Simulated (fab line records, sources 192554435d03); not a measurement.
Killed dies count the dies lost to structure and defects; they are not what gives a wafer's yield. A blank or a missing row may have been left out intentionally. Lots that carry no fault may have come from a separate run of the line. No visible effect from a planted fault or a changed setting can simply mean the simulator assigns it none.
Which of the tools did it? || flow n5-finfet || 72 wafers from 24 lots sampled at 3 of the route's 1938 steps

== WHAT THE GAUGES READ, wafer by wafer ==
N5_HKMG_FIN_THK_MEAS_70: measures by xrf. Usual: for HK_THK the level is 1.585 nm and the standard deviation is 0.022.
{"lot": "L074", "measured": "day 4 00:23", "on": "film-metro-02", "HK_THK (nm)": "1.563 1.589 1.594", "flag": ""}
{"lot": "L075", "measured": "day 4 09:48", "on": "film-metro-02", "HK_THK (nm)": "1.598 1.578 1.598", "flag": ""}
{"lot": "L076", "measured": "day 5 00:04", "on": "film-metro-02", "HK_THK (nm)": "1.589 1.600 1.602", "flag": ""}
{"lot": "L077", "measured": "day 5 05:59", "on": "film-metro-02", "HK_THK (nm)": "1.585 1.570 1.609", "flag": ""}
{"lot": "L078", "measured": "day 5 08:29", "on": "film-metro-01", "HK_THK (nm)": "1.599 1.596 1.573", "flag": ""}
{"lot": "L079", "measured": "day 5 14:20", "on": "film-metro-01", "HK_THK (nm)": "1.579 1.615 1.568", "flag": ""}
{"lot": "L080", "measured": "day 5 16:58", "on": "film-metro-02", "HK_THK (nm)": "1.566 1.584 1.620", "flag": ""}
{"lot": "L081", "measured": "day 6 00:53", "on": "film-metro-02", "HK_THK (nm)": "1.585 1.611 1.577", "flag": ""}
{"lot": "L082", "measured": "day 6 02:29", "on": "film-metro-02", "HK_THK (nm)": "1.599 1.565 1.573", "flag": ""}
{"lot": "L083", "measured": "day 6 11:03", "on": "film-metro-01", "HK_THK (nm)": "1.581 1.566 1.567", "flag": ""}
{"lot": "L084", "measured": "day 6 15:57", "on": "film-metro-02", "HK_THK (nm)": "1.510 1.590 1.565", "flag": ""}
{"lot": "L085", "measured": "day 6 23:21", "on": "film-metro-02", "HK_THK (nm)": "1.622 1.611 1.567", "flag": ""}
{"lot": "L086", "measured": "day 7 04:50", "on": "film-metro-02", "HK_THK (nm)": "1.556 1.581 1.563", "flag": ""}
{"lot": "L087", "measured": "day 7 11:32", "on": "film-metro-01", "HK_THK (nm)": "1.568 1.607 1.577", "flag": ""}
{"lot": "L088", "measured": "day 7 16:41", "on": "film-metro-02", "HK_THK (nm)": "1.573 1.599 1.608", "flag": ""}
{"lot": "L089", "measured": "day 7 22:56", "on": "film-metro-02", "HK_THK (nm)": "1.617 1.595 1.601", "flag": ""}
{"lot": "L090", "measured": "day 8 04:13", "on": "film-metro-01", "HK_THK (nm)": "1.565 1.624 1.567", "flag": ""}
{"lot": "L091", "measured": "day 8 10:39", "on": "film-metro-02", "HK_THK (nm)": "1.571 1.631 1.599", "flag": ""}
{"lot": "L092", "measured": "day 8 19:22", "on": "film-metro-02", "HK_THK (nm)": "1.572 1.627 1.594", "flag": ""}
{"lot": "L093", "measured": "day 8 22:40", "on": "film-metro-01", "HK_THK (nm)": "1.581 1.566 1.576", "flag": ""}
{"lot": "L094", "measured": "day 9 03:44", "on": "film-metro-02", "HK_THK (nm)": "1.578 1.547 1.577", "flag": ""}
{"lot": "L095", "measured": "day 9 09:25", "on": "film-metro-02", "HK_THK (nm)": "1.603 1.631 1.571", "flag": ""}
{"lot": "L096", "measured": "day 9 18:11", "on": "film-metro-01", "HK_THK (nm)": "1.577 1.590 1.545", "flag": ""}
{"lot": "L097", "measured": "day 9 22:25", "on": "film-metro-02", "HK_THK (nm)": "1.584 1.561 1.608", "flag": ""}

== TOOL THAT RAN EACH LOT (tool first, then ch and the chambers of the sampled wafers, then the start) ==
{"lot": "L074", "N5_ILD0_CMP_07": "cmp-03 ch 0,2, day 3 11:43", "N5_DUMMY_REMOVAL_HM_STRIP_01": "rie-diel-06 ch 0,1,3, day 3 19:47"}
{"lot": "L075", "N5_ILD0_CMP_07": "cmp-04 ch 1,2, day 3 21:56", "N5_DUMMY_REMOVAL_HM_STRIP_01": "rie-diel-06 ch 0,2, day 4 05:48"}
{"lot": "L076", "N5_ILD0_CMP_07": "cmp-01 ch 0,1, day 4 11:19", "N5_DUMMY_REMOVAL_HM_STRIP_01": "rie-diel-05 ch 0,1,3, day 4 19:58"}
{"lot": "L077", "N5_ILD0_CMP_07": "cmp-03 ch 0,2,3, day 4 17:11", "N5_DUMMY_REMOVAL_HM_STRIP_01": "rie-diel-05 ch 0,1, day 5 01:47"}
{"lot": "L078", "N5_ILD0_CMP_07": "cmp-04 ch 2,3, day 4 20:13", "N5_DUMMY_REMOVAL_HM_STRIP_01": "rie-diel-05 ch 0,1, day 5 04:10"}
{"lot": "L079", "N5_ILD0_CMP_07": "cmp-03 ch 1,2,3, day 5 02:04", "N5_DUMMY_REMOVAL_HM_STRIP_01": "rie-diel-05 ch 1,2,3, day 5 10:16"}
{"lot": "L080", "N5_ILD0_CMP_07": "cmp-01 ch 0,2,3, day 5 04:43", "N5_DUMMY_REMOVAL_HM_STRIP_01": "rie-diel-06 ch 0,1,2, day 5 12:42"}
{"lot": "L081", "N5_ILD0_CMP_07": "cmp-04 ch 0,2,3, day 5 12:02", "N5_DUMMY_REMOVAL_HM_STRIP_01": "rie-diel-05 ch 1,2,3, day 5 20:51"}
{"lot": "L082", "N5_ILD0_CMP_07": "cmp-01 ch 1,2,3, day 5 14:10", "N5_DUMMY_REMOVAL_HM_STRIP_01": "rie-diel-05 ch 0,1,2, day 5 22:19"}
{"lot": "L083", "N5_ILD0_CMP_07": "cmp-03 ch 2,3, day 5 22:53", "N5_DUMMY_REMOVAL_HM_STRIP_01": "rie-diel-05 ch 1,2,3, day 6 07:02"}
{"lot": "L084", "N5_ILD0_CMP_07": "cmp-04 ch 0,2,3, day 6 03:53", "N5_DUMMY_REMOVAL_HM_STRIP_01": "rie-diel-05 ch 1,3, day 6 11:47"}
{"lot": "L085", "N5_ILD0_CMP_07": "cmp-03 ch 1,2, day 6 10:35", "N5_DUMMY_REMOVAL_HM_STRIP_01": "rie-diel-06 ch 0,1, day 6 19:16"}
{"lot": "L086", "N5_ILD0_CMP_07": "cmp-03 ch 0,1,2, day 6 15:27", "N5_DUMMY_REMOVAL_HM_STRIP_01": "rie-diel-01 ch 0,1,3, day 6 23:42"}
{"lot": "L087", "N5_ILD0_CMP_07": "cmp-01 ch 0,2,3, day 6 21:02", "N5_DUMMY_REMOVAL_HM_STRIP_01": "rie-diel-01 ch 0,1,3, day 7 06:48"}
{"lot": "L088", "N5_ILD0_CMP_07": "cmp-04 ch 0,1,3, day 7 03:20", "N5_DUMMY_REMOVAL_HM_STRIP_01": "rie-diel-05 ch 1,2,3, day 7 12:26"}
{"lot": "L089", "N5_ILD0_CMP_07": "cmp-03 ch 1,2,3, day 7 08:43", "N5_DUMMY_REMOVAL_HM_STRIP_01": "rie-diel-01 ch 0,2, day 7 18:03"}
{"lot": "L090", "N5_ILD0_CMP_07": "cmp-01 ch 0,1,3, day 7 15:06", "N5_DUMMY_REMOVAL_HM_STRIP_01": "rie-diel-05 ch 1,2, day 7 23:55"}
{"lot": "L091", "N5_ILD0_CMP_07": "cmp-01 ch 1,2, day 7 21:14", "N5_DUMMY_REMOVAL_HM_STRIP_01": "rie-diel-05 ch 0,3, day 8 05:27"}
{"lot": "L092", "N5_ILD0_CMP_07": "cmp-04 ch 0,1,3, day 8 06:26", "N5_DUMMY_REMOVAL_HM_STRIP_01": "rie-diel-01 ch 0,2,3, day 8 15:22"}
{"lot": "L093", "N5_ILD0_CMP_07": "cmp-04 ch 0,2, day 8 09:57", "N5_DUMMY_REMOVAL_HM_STRIP_01": "rie-diel-01 ch 1,2, day 8 18:39"}
{"lot": "L094", "N5_ILD0_CMP_07": "cmp-01 ch 0,3, day 8 15:20", "N5_DUMMY_REMOVAL_HM_STRIP_01": "rie-diel-06 ch 0,1,2, day 8 23:25"}
{"lot": "L095", "N5_ILD0_CMP_07": "cmp-01 ch 0,1, day 8 21:19", "N5_DUMMY_REMOVAL_HM_STRIP_01": "rie-diel-01 ch 0,1,2, day 9 05:20"}
{"lot": "L096", "N5_ILD0_CMP_07": "cmp-03 ch 1,2,3, day 9 05:42", "N5_DUMMY_REMOVAL_HM_STRIP_01": "rie-diel-06 ch 0,1, day 9 14:12"}
{"lot": "L097", "N5_ILD0_CMP_07": "cmp-01 ch 1,2,3, day 9 10:04", "N5_DUMMY_REMOVAL_HM_STRIP_01": "rie-diel-05 ch 0,1, day 9 18:07"}
- N5_ILD0_CMP_07: polishes SiO2 flowable, stops on poly-Si, t overpolish 1.18 s, target thk 138.88 nm.
- N5_DUMMY_REMOVAL_HM_STRIP_01: strips SiNx in CH3F/O2, stops on poly-Si, target depth 4 nm, time 6.8 s.

== AS READ BY THE TOOLS THEMSELVES (means over the sampled wafers that have a number; for cases with no such wafer, the mark the record gives instead) ==
N5_ILD0_CMP_07. Usual: motor-current-A reads 12.7 A (standard deviation 1.1).
{"lot": "L074", "tool": "cmp-03", "motor-current-A (A)": 11.7, "flag": ""}
{"lot": "L075", "tool": "cmp-04", "motor-current-A (A)": 13.3, "flag": ""}
{"lot": "L076", "tool": "cmp-01", "motor-current-A (A)": 12.9, "flag": ""}
{"lot": "L077", "tool": "cmp-03", "motor-current-A (A)": 12.4, "flag": ""}
{"lot": "L078", "tool": "cmp-04", "motor-current-A (A)": 12.4, "flag": ""}
{"lot": "L079", "tool": "cmp-03", "motor-current-A (A)": 11.7, "flag": ""}
{"lot": "L080", "tool": "cmp-01", "motor-current-A (A)": 13.0, "flag": ""}
{"lot": "L081", "tool": "cmp-04", "motor-current-A (A)": 12.2, "flag": ""}
{"lot": "L082", "tool": "cmp-01", "motor-current-A (A)": 13.9, "flag": ""}
{"lot": "L083", "tool": "cmp-03", "motor-current-A (A)": 11.5, "flag": ""}
{"lot": "L084", "tool": "cmp-04", "motor-current-A (A)": 12.9, "flag": ""}
{"lot": "L085", "tool": "cmp-03", "motor-current-A (A)": 12.4, "flag": ""}
{"lot": "L086", "tool": "cmp-03", "motor-current-A (A)": 12.6, "flag": ""}
{"lot": "L087", "tool": "cmp-01", "motor-current-A (A)": 12.8, "flag": ""}
{"lot": "L088", "tool": "cmp-04", "motor-current-A (A)": 12.6, "flag": ""}
{"lot": "L089", "tool": "cmp-03", "motor-current-A (A)": 12.1, "flag": ""}
{"lot": "L090", "tool": "cmp-01", "motor-current-A (A)": 13.3, "flag": ""}
{"lot": "L091", "tool": "cmp-01", "motor-current-A (A)": 14.4, "flag": ""}
{"lot": "L092", "tool": "cmp-04", "motor-current-A (A)": 12.5, "flag": ""}
{"lot": "L093", "tool": "cmp-04", "motor-current-A (A)": 12.6, "flag": ""}
{"lot": "L094", "tool": "cmp-01", "motor-current-A (A)": 12.5, "flag": ""}
{"lot": "L095", "tool": "cmp-01", "motor-current-A (A)": 13.9, "flag": ""}
{"lot": "L096", "tool": "cmp-03", "motor-current-A (A)": 12.0, "flag": ""}
{"lot": "L097", "tool": "cmp-01", "motor-current-A (A)": 13.8, "flag": ""}

N5_DUMMY_REMOVAL_HM_STRIP_01. Usual: O2_flow_sccm 20.00 sccm, standard deviation 0.062; drypump-motor-current-A 5.73 A, standard deviation 0.28; oes-product-au 0.63 a.u., standard deviation 0.052; rf-vpp-V 127.3 V, standard deviation 0.99; showerhead-plenum-p-Torr 1.99 Torr, standard deviation 0.069; throttle-valve-pct 16.32 %, standard deviation 0.27.
{"lot": "L074", "tool": "rie-diel-06", "O2_flow_sccm (sccm)": 20.03, "drypump-motor-current-A (A)": 5.84, "oes-product-au (a.u.)": 0.66, "rf-vpp-V (V)": 128.1, "showerhead-plenum-p-Torr (Torr)": 2.05, "throttle-valve-pct (%)": 16.24, "flag": ""}
{"lot": "L075", "tool": "rie-diel-06", "O2_flow_sccm (sccm)": 19.99, "drypump-motor-current-A (A)": 5.98, "oes-product-au (a.u.)": 0.63, "rf-vpp-V (V)": 127.9, "showerhead-plenum-p-Torr (Torr)": 1.98, "throttle-valve-pct (%)": 16.31, "flag": ""}
{"lot": "L076", "tool": "rie-diel-05", "O2_flow_sccm (sccm)": 19.96, "drypump-motor-current-A (A)": 5.56, "oes-product-au (a.u.)": 0.64, "rf-vpp-V (V)": 127.7, "showerhead-plenum-p-Torr (Torr)": 1.95, "throttle-valve-pct (%)": 16.24, "flag": ""}
{"lot": "L077", "tool": "rie-diel-05", "O2_flow_sccm (sccm)": 20.04, "drypump-motor-current-A (A)": 5.59, "oes-product-au (a.u.)": 0.62, "rf-vpp-V (V)": 126.7, "showerhead-plenum-p-Torr (Torr)": 1.96, "throttle-valve-pct (%)": 16.42, "flag": ""}
{"lot": "L078", "tool": "rie-diel-05", "O2_flow_sccm (sccm)": 20.00, "drypump-motor-current-A (A)": 5.39, "oes-product-au (a.u.)": 0.61, "rf-vpp-V (V)": 126.7, "showerhead-plenum-p-Torr (Torr)": 1.94, "throttle-valve-pct (%)": 16.49, "flag": ""}
{"lot": "L079", "tool": "rie-diel-05", "O2_flow_sccm (sccm)": 20.00, "drypump-motor-current-A (A)": 5.53, "oes-product-au (a.u.)": 0.63, "rf-vpp-V (V)": 126.7, "showerhead-plenum-p-Torr (Torr)": 1.94, "throttle-valve-pct (%)": 16.37, "flag": ""}
{"lot": "L080", "tool": "rie-diel-06", "O2_flow_sccm (sccm)": 19.99, "drypump-motor-current-A (A)": 6.07, "oes-product-au (a.u.)": 0.62, "rf-vpp-V (V)": 127.4, "showerhead-plenum-p-Torr (Torr)": 1.97, "throttle-valve-pct (%)": 16.25, "flag": ""}
{"lot": "L081", "tool": "rie-diel-05", "O2_flow_sccm (sccm)": 20.03, "drypump-motor-current-A (A)": 5.53, "oes-product-au (a.u.)": 0.63, "rf-vpp-V (V)": 126.9, "showerhead-plenum-p-Torr (Torr)": 1.94, "throttle-valve-pct (%)": 16.37, "flag": ""}
{"lot": "L082", "tool": "rie-diel-05", "O2_flow_sccm (sccm)": 20.01, "drypump-motor-current-A (A)": 5.54, "oes-product-au (a.u.)": 0.60, "rf-vpp-V (V)": 127.4, "showerhead-plenum-p-Torr (Torr)": 1.95, "throttle-valve-pct (%)": 16.54, "flag": ""}
{"lot": "L083", "tool": "rie-diel-05", "O2_flow_sccm (sccm)": 19.98, "drypump-motor-current-A (A)": 5.53, "oes-product-au (a.u.)": 0.62, "rf-vpp-V (V)": 126.3, "showerhead-plenum-p-Torr (Torr)": 1.94, "throttle-valve-pct (%)": 16.40, "flag": ""}
{"lot": "L084", "tool": "rie-diel-05", "O2_flow_sccm (sccm)": 19.97, "drypump-motor-current-A (A)": 5.57, "oes-product-au (a.u.)": 0.66, "rf-vpp-V (V)": 127.4, "showerhead-plenum-p-Torr (Torr)": 1.93, "throttle-valve-pct (%)": 16.13, "flag": ""}
{"lot": "L085", "tool": "rie-diel-06", "O2_flow_sccm (sccm)": 20.01, "drypump-motor-current-A (A)": 6.00, "oes-product-au (a.u.)": 0.61, "rf-vpp-V (V)": 128.3, "showerhead-plenum-p-Torr (Torr)": 2.03, "throttle-valve-pct (%)": 16.31, "flag": ""}
{"lot": "L086", "tool": "rie-diel-01", "O2_flow_sccm (sccm)": 20.06, "drypump-motor-current-A (A)": 5.88, "oes-product-au (a.u.)": 0.65, "rf-vpp-V (V)": 126.5, "showerhead-plenum-p-Torr (Torr)": 2.02, "throttle-valve-pct (%)": 16.19, "flag": ""}
{"lot": "L087", "tool": "rie-diel-01", "O2_flow_sccm (sccm)": 20.02, "drypump-motor-current-A (A)": 5.87, "oes-product-au (a.u.)": 0.64, "rf-vpp-V (V)": 126.9, "showerhead-plenum-p-Torr (Torr)": 2.02, "throttle-valve-pct (%)": 16.21, "flag": ""}
{"lot": "L088", "tool": "rie-diel-05", "O2_flow_sccm (sccm)": 20.03, "drypump-motor-current-A (A)": 5.54, "oes-product-au (a.u.)": 0.62, "rf-vpp-V (V)": 126.4, "showerhead-plenum-p-Torr (Torr)": 1.94, "throttle-valve-pct (%)": 16.40, "flag": ""}
{"lot": "L089", "tool": "rie-diel-01", "O2_flow_sccm (sccm)": 20.02, "drypump-motor-current-A (A)": 5.66, "oes-product-au (a.u.)": 0.65, "rf-vpp-V (V)": 127.2, "showerhead-plenum-p-Torr (Torr)": 2.00, "throttle-valve-pct (%)": 16.14, "flag": ""}
{"lot": "L090", "tool": "rie-diel-05", "O2_flow_sccm (sccm)": 20.11, "drypump-motor-current-A (A)": 5.33, "oes-product-au (a.u.)": 0.59, "rf-vpp-V (V)": 126.7, "showerhead-plenum-p-Torr (Torr)": 1.92, "throttle-valve-pct (%)": 16.64, "flag": ""}
{"lot": "L091", "tool": "rie-diel-05", "O2_flow_sccm (sccm)": 19.92, "drypump-motor-current-A (A)": 5.77, "oes-product-au (a.u.)": 0.63, "rf-vpp-V (V)": 126.9, "showerhead-plenum-p-Torr (Torr)": 1.97, "throttle-valve-pct (%)": 16.25, "flag": ""}
{"lot": "L092", "tool": "rie-diel-01", "O2_flow_sccm (sccm)": 20.01, "drypump-motor-current-A (A)": 5.73, "oes-product-au (a.u.)": 0.68, "rf-vpp-V (V)": 127.6, "showerhead-plenum-p-Torr (Torr)": 2.02, "throttle-valve-pct (%)": 16.14, "flag": ""}
{"lot": "L093", "tool": "rie-diel-01", "O2_flow_sccm (sccm)": 20.01, "drypump-motor-current-A (A)": 5.82, "oes-product-au (a.u.)": 0.61, "rf-vpp-V (V)": 128.7, "showerhead-plenum-p-Torr (Torr)": 2.06, "throttle-valve-pct (%)": 16.52, "flag": ""}
{"lot": "L094", "tool": "rie-diel-06", "O2_flow_sccm (sccm)": 19.99, "drypump-motor-current-A (A)": 6.05, "oes-product-au (a.u.)": 0.60, "rf-vpp-V (V)": 127.8, "showerhead-plenum-p-Torr (Torr)": 1.97, "throttle-valve-pct (%)": 16.29, "flag": ""}
{"lot": "L095", "tool": "rie-diel-01", "O2_flow_sccm (sccm)": 20.02, "drypump-motor-current-A (A)": 5.80, "oes-product-au (a.u.)": 0.64, "rf-vpp-V (V)": 127.3, "showerhead-plenum-p-Torr (Torr)": 2.02, "throttle-valve-pct (%)": 16.30, "flag": ""}
{"lot": "L096", "tool": "rie-diel-06", "O2_flow_sccm (sccm)": 20.00, "drypump-motor-current-A (A)": 6.13, "oes-product-au (a.u.)": 0.60, "rf-vpp-V (V)": 127.4, "showerhead-plenum-p-Torr (Torr)": 1.96, "throttle-valve-pct (%)": 16.25, "flag": ""}
{"lot": "L097", "tool": "rie-diel-05", "O2_flow_sccm (sccm)": 19.98, "drypump-motor-current-A (A)": 5.37, "oes-product-au (a.u.)": 0.59, "rf-vpp-V (V)": 127.4, "showerhead-plenum-p-Torr (Torr)": 1.93, "throttle-valve-pct (%)": 16.54, "flag": ""}

== THE ANSWER, worked out from the rows above alone ==
Rule: lot off if the mean of its wafers having a number is beyond 3 standard deviations from the usual mean. Also off: a lot with no number at a reading for which 4 or more lots have one. Any other lot the step has rows for is counted as sound. First the gauges in route order, then the tools' own readings, where a lot's mean is used as printed above. At the first step where some lot is off, the reading lying furthest off is the one used; lots without a number count as furthest.
Nothing can be told from this: no lot is off at any reading shown.

== WHAT WAS PUT IN BY THE SIMULATOR ==
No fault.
